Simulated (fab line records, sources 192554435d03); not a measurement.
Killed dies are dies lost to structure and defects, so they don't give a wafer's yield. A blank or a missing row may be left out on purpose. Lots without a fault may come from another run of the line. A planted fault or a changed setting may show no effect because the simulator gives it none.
Split-lot experiment | flow n5_finfet | 7 lots, 21 wafers read, on a route of 1938 steps

THE SPLIT
At N5_BEOL_M8_DESCUM_33 (chemistry O2, time 7 s), the setting time_s was moved away from the recipe's 7 s on 7 of the 21 wafers read, by -20.1% to +19.7%. The other wafers ran this setting at the recipe's value.

FROM THE SPLIT TO THE READING: what the file shows between them, 1 step
- N5_BEOL_M8_ETCH_72: etches underlayer in N2/H2, target depth 6.5 nm, time 5.2 s (also split here: h2_flow_sccm)

THE READING
CAR-EUV_of_BEOL_M8_COAT_22.thk_nm (the simulator's own value, which no gauge read), in nm, at N5_BEOL_M8_ETCH_65 (etches SiARC in CF4, target depth 15.6 nm, time 26 s). The file gives no usual value for it. The 14 wafers here that ran the recipe average 11.1 nm, standard deviation 0.16 nm.

wafer  | tool, chamber at the split | time_s as run, s | against the recipe | CAR-EUV_of_BEOL_M8_COAT_22.thk_nm, nm | against lot-mates on the recipe
L079.2 | rie_diel-01, 1             | 7                | recipe             | 11.2                                  | -
L079.4 | rie_diel-01, 0             | 7                | recipe             | 11.2                                  | -
L079.5 | rie_diel-01, 0             | 7                | recipe             | 11.2                                  | -
L083.1 | rie_diel-03, 0             | 7.405            | +5.8%              | 10.6                                  | -0.4
L083.3 | rie_diel-03, 2,0           | 7                | recipe             | 11                                    | -
L083.5 | rie_diel-03, 2,0           | 7                | recipe             | 11                                    | -
L084.4 | rie_diel-03, 0             | 7                | recipe             | 10.8                                  | -
L084.5 | rie_diel-03, 0             | 7                | recipe             | 10.8                                  | -
L084.6 | rie_diel-03, 3             | 7                | recipe             | 11.2                                  | -
L088.4 | rie_diel-01, 1             | 7                | recipe             | 11.4                                  | -
L088.5 | rie_diel-01, 2,1           | 8.378            | +19.7%             | 10.6                                  | -0.8
L088.6 | rie_diel-01, 2,1           | 8.378            | +19.7%             | 10.6                                  | -0.8
L093.2 | rie_diel-01, 1             | 7                | recipe             | 11.2                                  | -
L093.5 | rie_diel-01, 0,3           | 6.526            | -6.8%              | 11.2                                  | +0.0
L093.6 | rie_diel-01, 0,3           | 6.526            | -6.8%              | 11.2                                  | +0.0
L095.2 | rie_diel-06, 1,0,3         | 7                | recipe             | 11.2                                  | -
L095.4 | rie_diel-06, 1,0,3         | 7                | recipe             | 11                                    | -
L095.6 | rie_diel-06, 1,0,3         | 7                | recipe             | 11                                    | -
L097.1 | rie_diel-03, 2,3           | 5.593            | -20.1%             | 12                                    | +0.8
L097.4 | rie_diel-03, 2,3           | 5.593            | -20.1%             | 12                                    | +0.8
L097.6 | rie_diel-03, 3             | 7                | recipe             | 11.2                                  | -
Where a row lists several chambers, the file gives one row for several wafers and doesn't say which wafer went through which chamber.

THE FIT
A straight line over all 21 wafers: CAR-EUV_of_BEOL_M8_COAT_22.thk_nm changes by -0.0351 nm for each +1% of time_s; r = -0.87; the points scatter about the line by 0.19 nm.
The same after taking each lot's own level away (the mean of its wafers on the recipe; 21 wafers): -0.0388 nm for each +1%; r = -0.95; scatter 0.12 nm.
On that fit, the largest move of time_s shifts the reading by 0.78 nm.
The lots' own levels span 10.93 to 11.40 nm, that is 2.8 times the standard deviation above.
So the lot-to-lot level changes the slope little: the two slopes agree.
Check: with one of the wafers moved furthest among these (-20.1%) left out of the fit, the line predicts +0.724 nm for it against its lot-mates. It came out at +0.8 nm against them.

OTHER SPLITS ON THESE WAFERS
These wafers also went through other splits before the reading. Each is held against what the fit with the lots' levels taken away leaves over:
other split on the same wafers  | wafers away from the commonest value | r with CAR-EUV_of_BEOL_M8_COAT_22.thk_nm (lot level and that fit taken away)
N5_BEOL_M7_EXPOSE_08 dose_mj    | 10                                   | +0.10
N5_BEOL_M8_ETCH_72 h2_flow_sccm | 8                                    | +0.43

THE WHOLE CHAIN: every reading that the file lists as answering this split, in the file's order
step                 | what it does                                                | reading                                                                            | change (the file's fit)                | r (the file's)
N5_BEOL_M8_DESCUM_33 | chemistry O2, time 7 s                                      | CAR-EUV_of_BEOL_M8_COAT_22.thk_nm (the simulator's own value, which no gauge read) | -0.0361 nm for each +1% of the setting | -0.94
N5_BEOL_M8_ETCH_72   | etches underlayer in N2/H2, target depth 6.5 nm, time 5.2 s | CAR-EUV_of_BEOL_M8_COAT_22.thk_nm (the simulator's own value, which no gauge read) | -0.0405 nm for each +1% of the setting | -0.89
N5_BEOL_M8_ETCH_65   | etches SiARC in CF4, target depth 15.6 nm, time 26 s        | CAR-EUV_of_BEOL_M8_COAT_22.thk_nm (the simulator's own value, which no gauge read) | -0.0392 nm for each +1% of the setting | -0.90

THE FILE'S OWN FIT
CAR-EUV_of_BEOL_M8_COAT_22.thk_nm changes by -0.0392 nm for each +1% of time_s, r = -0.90.
